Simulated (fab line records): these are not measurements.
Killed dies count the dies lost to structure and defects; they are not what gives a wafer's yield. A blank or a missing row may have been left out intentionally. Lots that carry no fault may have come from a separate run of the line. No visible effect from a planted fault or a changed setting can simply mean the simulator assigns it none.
One fault seen from 2 desks -- flow n5 finfet -- every desk sees just its own numbers, and what lay behind them comes last

== FROM THE METROLOGY DESK ==
What the gauges read, lot by lot, whatever tool the lot ran on: means of the sampled wafers that have a number. A lot is out of limits, marked OUT, if its mean lies more than 4 standard deviations from the usual mean; the brackets give that distance.
Columns: A = trench depth nm at N5_STI_FIN_REVEAL_FIN_H_MEAS_10, usual 51.5 nm
lot,first seen here,A
L814,day 2 13:16,51.8
L815,day 2 19:11,51.4
L817,day 3 06:41,52.6
L818,day 3 12:40,51.6
L820,day 4 00:29,51.0
L821,day 4 07:23,51.7
L826,day 5 17:15,51.4
L827,day 5 20:40,50.6
L828,day 6 00:47,52.7
L829,day 6 08:25,55.9 (+4.9) OUT
L830,day 6 13:55,59.3 (+8.8) OUT
This desk's finding: out of limits on L829, L830; first on L829, day 6 08:25 (trench depth nm at N5_STI_FIN_REVEAL_FIN_H_MEAS_10). L814, L815, L817, L818, L820, L821, L826, L827, L828: within limits.

== TOOL OWNER'S DESK, vapor etch-01 ==
The tool's own readings at N5_STI_FIN_REVEAL_RECESS_09 (chemistry HF/NH3, target SiO2, afs cycles 11, target depth 42.5 nm, sublimation time 60 s): means of the sampled wafers that have a number, for each lot that ran on this tool. A lot is out of limits, marked OUT, if its mean lies more than 4 standard deviations from the usual mean; the brackets give that distance.
Columns: A = drypump motor current A at N5_STI_FIN_REVEAL_RECESS_09, usual 5.5 A
lot,first seen here,A
L814,day 2 11:05,5.5
L815,day 2 16:29,5.5
L817,day 3 03:59,5.5
L818,day 3 09:59,5.3
L821,day 4 04:38,5.3
L827,day 5 17:56,5.3
L828,day 5 22:05,5.3
L829,day 6 05:43,5.5
L830,day 6 11:13,5.8
Finding of this desk: none of the 9 lots has anything out of limits.

== BROUGHT TOGETHER ==
An alarm was possible from the metrology desk at day 6 08:25, on L829, L830.
Nothing out of limits was seen by the tool owner's desk.
The tool owner's desk has L829, L830 on record, within its limits.
On vapor etch-01, each named lot ran N5_STI_FIN_REVEAL_RECESS_09.

== WHAT THE SIMULATOR PUT IN ==
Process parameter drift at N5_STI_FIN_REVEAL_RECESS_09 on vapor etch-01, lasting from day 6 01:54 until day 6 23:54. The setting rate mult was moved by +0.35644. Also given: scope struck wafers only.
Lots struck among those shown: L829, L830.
Per desk, hours elapsed from the start of the fault to the first reading out of limits: for the metrology desk, 7.
